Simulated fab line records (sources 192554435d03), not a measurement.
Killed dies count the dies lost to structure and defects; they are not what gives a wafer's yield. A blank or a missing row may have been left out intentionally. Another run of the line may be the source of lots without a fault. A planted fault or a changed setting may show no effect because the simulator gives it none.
Chamber matching + flow n5 finfet + N5_BEOL_M0_SAQP_PECVD_00 on pecvd-01 has 3 sister chambers
The step deposits SiCN from 3MS/NH3, target thk 8 nm, time 14 s. 14 wafers are shown with their chamber, then 7 later ones without.

## WAFERS PAIRED WITH THEIR CHAMBERS
| wafer  | chamber | throttle valve pct (%) | rf fwd power W (W) | showerhead vpp V (V) |
|--------|---------|------------------------|--------------------|----------------------|
| L074.3 | 0       | 8.9                    | 199.8              | 869                  |
| L074.4 | 1       | 9.5                    | 199.9              | 850                  |
| L074.6 | 0       | 9.3                    | 199.1              | 861                  |
| L076.3 | 0       | 8.7                    | 198.4              | 856                  |
| L076.5 | 2       | 8.3                    | 197.2              | 878                  |
| L076.6 | 0       | 8.9                    | 198.3              | 864                  |
| L081.1 | 2       | 8.4                    | 197.6              | 889                  |
| L081.3 | 0       | 9.0                    | 199.5              | 862                  |
| L081.6 | 2       | 8.4                    | 197.3              | 881                  |
| L083.3 | 2       | 8.5                    | 197.1              | 893                  |
| L083.4 | 1       | 9.5                    | 200.5              | 831                  |
| L083.6 | 0       | 9.1                    | 197.5              | 861                  |
| L086.1 | 0       | 8.7                    | 198.3              | 864                  |
| L086.2 | 2       | 8.2                    | 196.7              | 916                  |

SIGNATURES (means of the wafers above)
| reading            | chamber 0 | chamber 1 | chamber 2 | scatter within a chamber |
|--------------------|-----------|-----------|-----------|--------------------------|
| throttle valve pct | 8.943     | 9.500     | 8.360     | 0.173                    |
| rf fwd power W     | 198.700   | 200.200   | 197.180   | 0.637                    |
| showerhead vpp V   | 862.43    | 840.50    | 891.40    | 10.3                     |
Rule: for each reading, subtract the chamber's mean from the wafer's reading, divide by that reading's scatter and square the result; add these up over the readings and take the root, which gives the wafer's distance from the chamber. The wafer belongs to the nearest chamber; if the next one is less than 2 further off, it can't be placed. The scatter: the root of (the sum of the squares of (reading less its chamber's mean) over the shown wafers, divided by (wafers less chambers)).

## WAFERS MISSING THEIR CHAMBER
| wafer  | throttle valve pct (%) | rf fwd power W (W) | showerhead vpp V (V) |
|--------|------------------------|--------------------|----------------------|
| L086.3 | 9.6                    | 200.2              | 823                  |
| L087.1 | 8.4                    | 197.3              | 874                  |
| L087.4 | 9.0                    | 198.8              | 859                  |
| L087.5 | 9.8                    | 200.6              | 841                  |
| L094.3 | 9.0                    | 198.3              | 859                  |
| L094.4 | 8.7                    | 198.7              | 857                  |
| L094.5 | 9.5                    | 200.0              | 835                  |

## WHICH CHAMBER EACH ONE RAN IN
| wafer  | from the rows above | in truth |
|--------|---------------------|----------|
| L086.3 | 1                   | 1        |
| L087.1 | 2                   | 2        |
| L087.4 | 0                   | 0        |
| L087.5 | 1                   | 1        |
| L094.3 | 0                   | 0        |
| L094.4 | 0                   | 0        |
| L094.5 | 1                   | 1        |
Correct placement for 7 of the 7. Can't be placed from these rows: 0. Wrongly placed: 0.
